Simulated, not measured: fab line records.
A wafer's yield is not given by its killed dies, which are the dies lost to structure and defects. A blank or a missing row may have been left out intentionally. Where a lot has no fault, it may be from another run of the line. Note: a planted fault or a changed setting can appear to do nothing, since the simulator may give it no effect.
Matching of chambers    flow nand-harc    NHARC_P_BONDPAD_ACTIVATE_29 on rie-diel-06: 4 sister chambers
The step chemistry N2, time 60 s. 8 wafers are shown with their chamber, then 12 later ones without.

## WAFERS PAIRED WITH THEIR CHAMBERS
wafer   chamber  drypump-motor-current-A (A)  oes-product-au (a.u.)
L085.2  1        5.7                          0.989
L085.4  2        6.6                          1.014
L088.1  1        5.6                          0.982
L088.3  3        5.2                          1.010
L088.5  0        5.0                          1.017
L088.2  2        6.5                          1.015
L088.4  0        5.0                          1.017
L088.6  3        5.2                          1.003

## WAFERS WITHOUT THEIR CHAMBER
wafer   drypump-motor-current-A (A)  oes-product-au (a.u.)
L087.3  5.0                          1.023
L087.5  5.0                          1.009
L087.6  5.2                          0.998
L091.2  5.7                          0.994
L091.3  5.2                          1.007
L091.4  5.0                          1.019
L096.2  5.0                          1.007
L096.3  5.7                          1.016
L096.4  5.2                          1.012
L097.2  6.6                          1.024
L097.3  5.7                          1.010
L097.6  5.0                          1.011

## WHICH CHAMBER EACH ONE RAN IN
wafer   from the rows above      in truth
L087.3  0                        0
L087.5  can't be placed: 0 or 3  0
L087.6  3                        3
L091.2  1                        1
L091.3  3                        3
L091.4  0                        0
L096.2  can't be placed: 0 or 3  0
L096.3  can't be placed: 1 or 3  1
L096.4  3                        3
L097.2  2                        2
L097.3  1                        1
L097.6  0                        0
Placed correctly: 9 of 12. These rows do not allow placing 3 (true chamber among the candidates in 3). Number placed wrongly: 0.
How it was worked out, from the rows above alone: a wafer's distance from a chamber is the root of the sum, over the readings, of the square of ((its reading less the chamber's mean) divided by the reading's scatter). If the next closest chamber is less than 2 further off than the closest, the wafer can't be placed; otherwise it belongs to the closest. For every chamber, the mean is computed from those of its wafers that are shown. How the scatter is found: for the shown wafers, subtract from each reading the mean of its chamber, square and add these, divide the total by (wafers less chambers), then take the root.
